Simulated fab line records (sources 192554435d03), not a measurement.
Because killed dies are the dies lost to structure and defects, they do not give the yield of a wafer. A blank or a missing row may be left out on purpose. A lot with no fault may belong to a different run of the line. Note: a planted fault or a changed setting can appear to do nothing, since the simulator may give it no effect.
A struck lot beside a sound one | flow n5Finfet | 15 out of 1938 route steps
Sound: the wafers L248.2, L248.3, L248.5. Struck: wafer L256.5 (L256.3, L256.6, from the same lot, were not struck and are left out); the cause is given at the end.
Each step with rows lists, per side, the tool, then ch with its chambers, then its first start. Under that, the readings that differ: sound wafers | struck wafers | difference of the means | sigmas: that difference in standard deviations of wafers without a fault.
alike: readings with means less than 2 such deviations apart, plus words and numbers identical on both sides. not compared: withheld readings, readings lacking a value on some wafer, bounds such as >300 that could conceal the same value, and numbers that have no deviation in the record and whose values overlap.
A row with sigmas, a row that says differs or no value, or rows on one side alone: a step with any of these is where the two part. Numbers that have no deviation but don't overlap get no sigmas and don't part them. Lack of a reading on every wafer of one side parts them only where that side has two or more wafers.

N5_BEOL_M11_VIA_ETCH_34: etches SiCOH lowk in C4F6/O2, target depth 184.5 nm, time 69.2 s.
  sound on rieDiel-03 ch 1,3, day 13 11:07; struck on rieDiel-02 ch 3, day 15 15:15
  alike: drypumpMotorCurrentA, oesProductAu, rfVppV, showerheadPlenumPTorr, throttleValvePct
  not compared: rfHoursCounterH
then, 1 step without rows for these wafers: N5_BEOL_M11_STRIP_73 (strips in C4F6/O2).
N5_BEOL_M11_STRIP_36: strips in N2/H2.
  sound on rieDiel-03 ch 1,3, day 13 11:11; struck on rieDiel-02 ch 3, day 15 15:19
  alike: drypumpMotorCurrentA, oesProductAu, rfVppV, showerheadPlenumPTorr, throttleValvePct
  not compared: rfHoursCounterH
then, 1 step without rows for these wafers: N5_BEOL_M11_TRENCH_ETCH_37 (etches SiCOH lowk in C4F6/O2, target depth 148.83 nm, time 48 s).
N5_BEOL_M11_ETCH_41: etches SiCN in CH3F/O2, target depth 42.6 nm, time 86 s.
  sound: rieDiel-03 ch 1,3; struck: rieDiel-02 ch 3
  alike: drypumpMotorCurrentA, oesProductAu, rfVppV, showerheadPlenumPTorr, throttleValvePct
  not compared: rfHoursCounterH
N5_BEOL_M11_STRIP_77: strips in N2/H2, time 10 s.
  sound: rieDiel-03 ch 1,3; struck: rieDiel-02 ch 3
  alike: drypumpMotorCurrentA, oesProductAu, rfVppV, showerheadPlenumPTorr, throttleValvePct
  not compared: rfHoursCounterH
N5_BEOL_M11_OCD_MEAS_38:
  sound: ocd-01 at day 13 11:24; struck: ocd-01 at day 15 15:32
reading            | sound       | struck | difference | sigmas
trenchDepthNm (nm) | 149 149 149 | 139    | -10        | -3
then, 4 steps without rows for these wafers: N5_BEOL_M11_HM_STRIP_39 (strips TiN in peroxide tin strip, target depth 25 nm, time 158 s); N5_BEOL_M11_SRD_40 (time 30 s); N5_BEOL_M11_PRECLEAN_42 (cleans in residue remover, time 60 s); N5_BEOL_M11_SRD_43 (time 30 s).
N5_BEOL_M11_CD_MEAS_35: target cd 70 nm.
  sound: cdSem-03 at day 13 11:34; struck: cdSem-03 at day 15 15:42
  alike: cdNm
N5_BEOL_M11_CURE_72: cures SiCOH lowk, time 120 s.
  sound on uvCure-03 ch 0, day 13 11:39; struck on uvCure-03 ch 0, day 15 15:50
reading          | sound             | struck | difference | sigmas
lampPowerPct (%) | 52.35 52.28 52.32 | 51.54  | -0.78      | -14
runLengthS (s)   | 177.9 178.1 177.6 | 161.5  | -16.4      | -15
  alike: wafer_temp_C_max
N5_BEOL_M11_DEGAS_44: time 60 s.
  sound: pvdSputter-02 at day 13 11:56; struck: pvdSputter-01 at day 15 16:22
  alike: heaterPowerW
-- a jump in the record: the struck wafers' starts before and after are 2 days apart (it breaks off in module BEOL_M11 and resumes in module PASSIVATION, where the first step shown is number 1936 of the route) --
N5_PASSIVATION_PROBE_49:
  sound: prober-01 at day 15 08:21; struck: prober-01 at day 17 17:24
  alike: defectLimitedYield, killed_at_M0_to_M3, killed_at_M4_up, killedAtContacts, killedAtFrontEnd, killedAtOther, killedDies, killedOpen, killedShort, sort_bin_5_function, sort_bin_6_memory, sortNPass, sortYieldPct

## WHERE THEY PART
At N5_BEOL_M11_OCD_MEAS_38 first; at N5_BEOL_M11_CURE_72 last (within this record only). Later steps at which nothing parts them and some readings are alike: N5_BEOL_M11_DEGAS_44, N5_PASSIVATION_PROBE_49.

WHY: the cause the simulator had injected
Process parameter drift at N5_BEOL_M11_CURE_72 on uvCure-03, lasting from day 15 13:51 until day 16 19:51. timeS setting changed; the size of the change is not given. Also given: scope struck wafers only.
